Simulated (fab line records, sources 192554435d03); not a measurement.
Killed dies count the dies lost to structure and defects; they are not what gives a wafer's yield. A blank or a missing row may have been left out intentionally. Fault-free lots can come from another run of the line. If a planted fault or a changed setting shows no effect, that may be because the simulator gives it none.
Split-lot study    flow n5-finfet    route with 1938 steps; 7 lots, 21 wafers read

## ON THE SPLIT
At N5_PMOS_HMC_CHANNEL_EPI_PEB_07 (peb time 60 s), the setting peb-time-s was moved away from the recipe's 60 s on 5 of the 21 wafers read, by -22.0% to +15.3%. All remaining wafers had this setting at the recipe value.

## FROM THE SPLIT TO THE READING: what the file shows between them, 1 step
- N5_PMOS_HMC_CHANNEL_EPI_DEVELOP_08: develop time 30 s

## THE READING
Shown in nm: cd-nm at N5_PMOS_HMC_CHANNEL_EPI_CD_MEAS_09, with target cd 237.4 nm. A value of 237.1 nm with a standard deviation of 0.9 nm is what fault-free wafers of this fab line usually give.

wafer   tool, chamber at the split  peb-time-s as run, s  against the recipe  cd-nm, nm  against lot-mates on the recipe
L074.2  litho-track-04, 0           60                    recipe              238.7      -
L074.5  litho-track-04, 0           60                    recipe              236.7      -
L074.6  litho-track-04, 0           60                    recipe              238.8      -
L079.1  litho-track-05, 0           60                    recipe              236.9      -
L079.2  litho-track-05, 0           48.12                 -19.8%              231.4      -5.5
L079.6  litho-track-05, 0           48.12                 -19.8%              232.1      -4.8
L080.1  litho-track-04, 0           60                    recipe              237.9      -
L080.4  litho-track-04, 0           60                    recipe              236.2      -
L080.5  litho-track-04, 0           60                    recipe              235.8      -
L084.1  litho-track-03, 0           60                    recipe              241.7      -
L084.3  litho-track-03, 0           60                    recipe              236.5      -
L084.6  litho-track-03, 0           69.15                 +15.3%              247.1      +8.0
L087.4  litho-track-05, 0           55.7                  -7.2%               233.6      -4.3
L087.5  litho-track-05, 0           60                    recipe              238.4      -
L087.6  litho-track-05, 0           60                    recipe              237.3      -
L088.2  litho-track-05, 0           60                    recipe              236.4      -
L088.4  litho-track-05, 0           60                    recipe              238.6      -
L088.5  litho-track-05, 0           60                    recipe              238.1      -
L091.1  litho-track-05, 0           46.8                  -22.0%              227.6      -8.5
L091.2  litho-track-05, 0           60                    recipe              235.8      -
L091.4  litho-track-05, 0           60                    recipe              236.3      -

FIT RESULTS
A straight line over all 21 wafers: cd-nm changes by +0.41 nm for each +1% of peb-time-s; r = +0.90; the points scatter about the line by 1.7 nm.
The same after taking each lot's own level away (the mean of its wafers on the recipe; 21 wafers): +0.356 nm for each +1%; r = +0.91; scatter 1.4 nm.
That fit puts the effect of the largest move of peb-time-s on the reading at 7.8 nm.
Across the lots, their own levels run from 236.05 to 239.10 nm, a range of 3.4 times the standard deviation given above.
So the lot-to-lot level changes the slope: the two fits differ.
Check: for one of the wafers moved furthest among these (-22.0%), held out of the fit, the line's prediction against its lot-mates is -7.27 nm. Against them it came out at -8.45 nm.

## THE WHOLE CHAIN: every reading that the file lists as answering this split, in the file's order
step                                what it does              reading                                                                      change (the file's fit)                r (the file's)
N5_PMOS_HMC_CHANNEL_EPI_CD_MEAS_09  target cd 237.4 nm        cd-nm                                                                        +0.379 nm for each +1% of the setting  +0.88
N5_PMOS_HMC_CHANNEL_EPI_DESCUM_14   chemistry O2, time 7.9 s  PMOS_HMC_CHANNEL_EPI.cd-nm (the simulator's own value, which no gauge read)  +0.397 nm for each +1% of the setting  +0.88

## THE FILE'S OWN FIT
cd-nm changes by +0.379 nm for each +1% of peb-time-s, r = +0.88.
